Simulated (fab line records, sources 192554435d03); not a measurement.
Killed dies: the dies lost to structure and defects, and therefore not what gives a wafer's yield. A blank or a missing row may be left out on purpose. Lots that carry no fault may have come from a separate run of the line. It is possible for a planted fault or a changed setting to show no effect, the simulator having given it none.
Lot-split experiment | flow n5 finfet | 21 wafers read across 7 lots, on a route 1938 steps long

## THE SPLIT ITSELF
At N5_BEOL_M11_ETCH_62 (etches SOC in N2/H2, target depth 110 nm, overetch 22 nm, time 165 s), the setting time s was moved away from the recipe's 165 s on 7 of the 21 wafers read, by -10.2% to +20.9%. The other wafers ran this setting at the recipe's value.

The reading is taken at the split's own step.

## THE READING
SiARC_of_BEOL_M11_COAT_60.thk nm (the simulator's own value, which no gauge read), in nm, at N5_BEOL_M11_ETCH_62 (etches SOC in N2/H2, target depth 110 nm, overetch 22 nm, time 165 s). No usual value for it is given in the file. Average 23.6 nm, standard deviation 0.15 nm, over the 14 wafers here run with the recipe.

wafer  | tool, chamber at the split | time s as run, s | against the recipe | SiARC_of_BEOL_M11_COAT_60.thk nm, nm | against lot-mates on the recipe
L077.1 | rie diel-06, 2,1,3         | 165              | recipe             | 23.6                                 | -
L077.2 | rie diel-06, 2,1,3         | 165              | recipe             | 23.6                                 | -
L077.4 | rie diel-06, 2,1,3         | 165              | recipe             | 23.6                                 | -
L079.2 | rie diel-04, 0             | 165              | recipe             | 23.4                                 | -
L079.4 | rie diel-04, 1             | 165              | recipe             | 23.6                                 | -
L079.6 | rie diel-04, 1             | 165              | recipe             | 23.6                                 | -
L081.2 | rie diel-06, 1             | 165              | recipe             | 23.6                                 | -
L081.4 | rie diel-06, 3,1           | 148.2            | -10.2%             | 24.2                                 | +0.6
L081.5 | rie diel-06, 3,1           | 148.2            | -10.2%             | 24.2                                 | +0.6
L083.2 | rie diel-03, 3             | 199.5            | +20.9%             | 22.4                                 | -1.4
L083.5 | rie diel-03, 0             | 199.5            | +20.9%             | 22.2                                 | -1.6
L083.6 | rie diel-03, 3             | 165              | recipe             | 23.8                                 | -
L090.1 | rie diel-03, 3             | 165              | recipe             | 23.8                                 | -
L090.3 | rie diel-03, 0,1           | 165              | recipe             | 23.6                                 | -
L090.4 | rie diel-03, 0,1           | 165              | recipe             | 23.6                                 | -
L091.2 | rie diel-06, 2             | 150.6            | -8.7%              | 23.8                                 | +0.4
L091.4 | rie diel-06, 3             | 150.6            | -8.7%              | 24                                   | +0.6
L091.6 | rie diel-06, 3             | 165              | recipe             | 23.4                                 | -
L092.1 | rie diel-03, 2             | 165              | recipe             | 23.2                                 | -
L092.5 | rie diel-03, 3             | 165              | recipe             | 23.4                                 | -
L092.6 | rie diel-03, 2             | 149.1            | -9.6%              | 24                                   | +0.7
Where a row lists several chambers, the file gives one row for several wafers and doesn't say which wafer went through which chamber.

THE FIT
A straight line over all 21 wafers: SiARC_of_BEOL_M11_COAT_60.thk nm changes by -0.0573 nm for each +1% of time s; r = -0.95; the points scatter about the line by 0.15 nm.
The same after taking each lot's own level away (the mean of its wafers on the recipe; 21 wafers): -0.0682 nm for each +1%; r = -0.99; scatter 0.089 nm.
According to that fit, moving time s by its largest amount changes the reading by 1.4 nm.
The span of the lots' own levels, 23.30 to 23.80 nm, comes to 3.2 times the standard deviation stated above.
So the slope is not independent of the lot-to-lot level: the two fits are not the same.
Check: -1.48 nm against its lot-mates is what the line predicts for one of the wafers moved furthest among these (+20.9%) when that wafer is left out of the fit. Against them it came out at -1.4 nm.

## THE OTHER SPLITS THESE WAFERS WENT THROUGH
Note: prior to the reading, these wafers also went through further splits. Each is held against what the fit with the lots' levels taken away leaves over:
other split on the same wafers | wafers away from the commonest value | r with SiARC_of_BEOL_M11_COAT_60.thk nm (lot level and that fit taken away)
N5_BEOL_M11_COAT_05 spin rpm   | 7                                    | +0.29

## THE WHOLE CHAIN: every reading that the file lists as answering this split, in the file's order
step                   | what it does                                                         | reading                                                                           | change (the file's fit)                                                             | r (the file's)
N5_BEOL_M11_ETCH_62    | etches SOC in N2/H2, target depth 110 nm, overetch 22 nm, time 165 s | SiARC_of_BEOL_M11_COAT_60.thk nm (the simulator's own value, which no gauge read) | -0.0684 nm for each +1% of the setting                                              | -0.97
N5_BEOL_M11_HM_OPEN_17 | chemistry Cl2/BCl3, target TiN, target depth 20 nm, overetch 6 nm    | etch.depth nm (the simulator's own value, which no gauge read)                    | not straight: 20.06 at the lowest setting, 19.98 at the recipe, 16.4 at the highest | not given

## FILE'S OWN FIT
SiARC_of_BEOL_M11_COAT_60.thk nm changes by -0.0684 nm for each +1% of time s, r = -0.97.
